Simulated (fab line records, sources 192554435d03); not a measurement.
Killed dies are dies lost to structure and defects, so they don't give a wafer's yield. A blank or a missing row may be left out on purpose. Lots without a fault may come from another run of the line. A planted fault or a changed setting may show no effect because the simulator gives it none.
Chamber matching | flow n5_finfet | N5_MOL_CONTACT_COAG_ETCHBACK_135 on rie_diel-01: 4 sister chambers
The step etches SiO2 in CHF3, target depth 25 nm, time 16.7 s. 16 wafers are shown with their chamber, then 8 later ones without.

WAFERS WITH THEIR CHAMBER
wafer  | chamber | showerhead_plenum_p_Torr (Torr) | drypump_motor_current_A (A) | rf_vpp_V (V)
L079.2 | 2       | 2.37                            | 5.9                         | 500
L079.4 | 3       | 2.48                            | 5.3                         | 519
L079.6 | 2       | 2.37                            | 5.9                         | 500
L081.1 | 0       | 2.25                            | 5.7                         | 529
L081.4 | 3       | 2.48                            | 5.3                         | 518
L081.5 | 0       | 2.26                            | 5.7                         | 528
L083.1 | 2       | 2.37                            | 5.9                         | 511
L083.4 | 3       | 2.47                            | 5.3                         | 519
L083.5 | 2       | 2.37                            | 5.9                         | 509
L090.2 | 1       | 2.43                            | 5.8                         | 511
L090.3 | 0       | 2.25                            | 5.8                         | 529
L090.6 | 0       | 2.25                            | 5.7                         | 529
L091.1 | 0       | 2.25                            | 5.8                         | 529
L091.3 | 3       | 2.47                            | 5.3                         | 517
L091.6 | 2       | 2.36                            | 5.9                         | 510
L092.2 | 3       | 2.47                            | 5.3                         | 519

SIGNATURES (means of the wafers above)
reading                  | chamber 0 | chamber 1 | chamber 2 | chamber 3 | scatter within a chamber
showerhead_plenum_p_Torr | 2.2520    | 2.4300    | 2.3680    | 2.4740    | 0.00483
drypump_motor_current_A  | 5.740     | 5.800     | 5.900     | 5.300     | 0.0316
rf_vpp_V                 | 528.80    | 511.00    | 506.00    | 518.40    | 3.24
Rule: a wafer's distance from a chamber is the root of the sum, over the readings, of the square of ((its reading less the chamber's mean) divided by the reading's scatter). The wafer belongs to the nearest chamber; if the next one is less than 2 further off, it can't be placed. The scatter: the root of (the sum of the squares of (reading less its chamber's mean) over the shown wafers, divided by (wafers less chambers)).

WAFERS WITHOUT THEIR CHAMBER
wafer  | showerhead_plenum_p_Torr (Torr) | drypump_motor_current_A (A) | rf_vpp_V (V)
L092.4 | 2.25                            | 5.8                         | 528
L092.5 | 2.36                            | 5.9                         | 510
L097.1 | 2.24                            | 5.7                         | 528
L097.2 | 2.36                            | 5.9                         | 510
L097.3 | 2.46                            | 5.3                         | 518
L097.4 | 2.42                            | 5.7                         | 512
L097.5 | 2.36                            | 5.9                         | 509
L097.6 | 2.42                            | 5.7                         | 511

WHICH CHAMBER EACH WENT THROUGH
wafer  | from the rows above | in truth
L092.4 | 0                   | 0
L092.5 | 2                   | 2
L097.1 | 0                   | 0
L097.2 | 2                   | 2
L097.3 | 3                   | 3
L097.4 | 1                   | 1
L097.5 | 2                   | 2
L097.6 | 1                   | 1
Placed correctly: 8 of 8. Can't be placed from these rows: 0. Placed wrongly: 0.
